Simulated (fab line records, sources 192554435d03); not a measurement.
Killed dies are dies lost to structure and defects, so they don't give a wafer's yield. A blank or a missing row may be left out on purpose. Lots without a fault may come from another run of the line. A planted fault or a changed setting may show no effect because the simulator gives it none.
Chamber matching | flow n5_finfet | N5_BEOL_M8_DESCUM_16 on rie_diel-05: 4 sister chambers
The step chemistry O2, time 7.9 s. 4 wafers are shown with their chamber, then 8 later ones without.

WAFERS WITH THEIR CHAMBER
wafer  | chamber | throttle_valve_pct (%)
L088.3 | 2       | 20.24
L088.5 | 0       | 20.47
L088.6 | 3       | 20.61
L087.2 | 1       | 20.09

WAFERS WITHOUT THEIR CHAMBER
wafer  | throttle_valve_pct (%)
L087.4 | 20.25
L087.5 | 20.49
L095.2 | 20.26
L095.4 | 20.66
L095.6 | 20.11
L096.3 | 20.66
L096.4 | 20.11
L096.5 | 20.26

WHICH CHAMBER EACH WENT THROUGH
wafer  | from the rows above | in truth
L087.4 | 2                   | 2
L087.5 | 0                   | 0
L095.2 | 2                   | 2
L095.4 | 3                   | 3
L095.6 | 1                   | 1
L096.3 | 3                   | 3
L096.4 | 1                   | 1
L096.5 | 2                   | 2
Placed correctly: 8 of 8. Can't be placed from these rows: 0. Placed wrongly: 0.
How it was worked out, from the rows above alone: a wafer's distance from a chamber is the root of the sum, over the readings, of the square of ((its reading less the chamber's mean) divided by the reading's scatter). The wafer belongs to the nearest chamber; if the next one is less than 2 further off, it can't be placed. A chamber's mean is the mean of its shown wafers. The scatter: with one shown wafer a chamber, the root of the mean of the squares of how far each hidden wafer lies from its nearest shown one.
